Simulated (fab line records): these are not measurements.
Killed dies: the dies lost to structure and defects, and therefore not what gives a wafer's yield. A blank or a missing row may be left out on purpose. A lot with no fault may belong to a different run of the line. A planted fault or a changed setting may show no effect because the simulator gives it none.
A struck lot beside a sound one -- flow nand-harc -- 14 steps out of a route of 1159
Sound: the wafers L335.1, L335.2, L335.5. Struck: wafer L332.6. (L332.2, L332.3 of the same lot were not struck and are left out.) The cause comes at the end.
Each step with rows lists, per side, the tool, then ch with its chambers, then its first start. Under that, the readings that differ: sound wafers -- struck wafers -- difference of the means -- sigmas: that difference in standard deviations of wafers without a fault.
alike: readings with means less than 2 such deviations apart, plus words and numbers identical on both sides. not compared: withheld readings, readings lacking a value on some wafer, bounds such as >300 that could conceal the same value, and numbers that have no deviation in the record and whose values overlap.
Wherever a step has rows on one side only, a row that says differs or no value, or a row with sigmas, the two part there. Numbers that don't overlap but have no deviation are shown without sigmas and don't part them. A reading missing from all wafers of one side parts the sides only when that side holds two or more wafers.

first, 8 steps without rows for these wafers: NHARC_P_GATE_DEHYDRATE_18 (time 120 s); NHARC_P_GATE_HMDS_19 (time 30 s); NHARC_P_GATE_COAT_20 (resist thk 90 nm); NHARC_P_GATE_SOFTBAKE_21 (time 55 s); NHARC_P_GATE_EBR_22; NHARC_P_GATE_EXPOSE_23 (exposes mask P GATE, target cd 120 nm); NHARC_P_GATE_PEB_24 (peb time 65 s); NHARC_P_GATE_DEVELOP_25 (develop time 35 s).
NHARC_P_GATE_CD_MEAS_26: the cd target is 120 nm.
  sound on cd-sem-02 ch 0, day 9 05:29; struck on cd-sem-03 ch 0, day 8 17:01
  alike: cd-nm
NHARC_P_GATE_OVL_MEAS_27:
  struck on overlay-01, day 8 17:06; sound on overlay-01, day 9 05:35
  alike: overlay-x-nm, overlay-y-nm
NHARC_P_GATE_INSPECT_28:
  struck on defect-inspect-01, day 8 17:08; sound on defect-inspect-02, day 9 05:37
  alike: raw-defect-count
NHARC_P_GATE_DESCUM_31: chemistry O2, time 3 s.
  sound on rie-diel-09 ch 0,1,3, day 9 05:41; struck on rie-diel-11 ch 0, day 8 17:12
  alike: drypump-motor-current-A, oes-product-au, rf-vpp-V, showerhead-plenum-p-Torr, throttle-valve-pct
  not compared: rf-hours-counter-h
NHARC_P_GATE_ETCH_104: etches the open film in CF4/CHF3, target depth 60 nm.
  sound on rie-diel-09 ch 0,3, day 9 05:49; struck on rie-diel-11 ch 2, day 8 17:17
reading,sound,struck,difference,sigmas
oes-product-au (a.u.),0.933 0.955 0.944,0.683,-0.261,-13
model.P_GATE.cd-nm (nm),120.6 121.6 120.5,120.1,-0.8,
  alike: drypump-motor-current-A, rf-vpp-V, showerhead-plenum-p-Torr, throttle-valve-pct
NHARC_P_GATE_HM_OPEN_105: chemistry O2/COS, target depth 360 nm.
  sound on rie-diel-09 ch 0,2; struck on rie-diel-11 ch 0
  alike: drypump-motor-current-A, oes-product-au, rf-vpp-V, showerhead-plenum-p-Torr, throttle-valve-pct
  not compared: rf-hours-counter-h

WHERE THEY PART
Only at NHARC_P_GATE_ETCH_104, within this record. Later steps at which nothing parts them and some readings are alike: NHARC_P_GATE_HM_OPEN_105.

WHY: what the simulator had put in
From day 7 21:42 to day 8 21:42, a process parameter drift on rie-diel-11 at NHARC_P_GATE_ETCH_104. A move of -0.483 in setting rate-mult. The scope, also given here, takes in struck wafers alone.
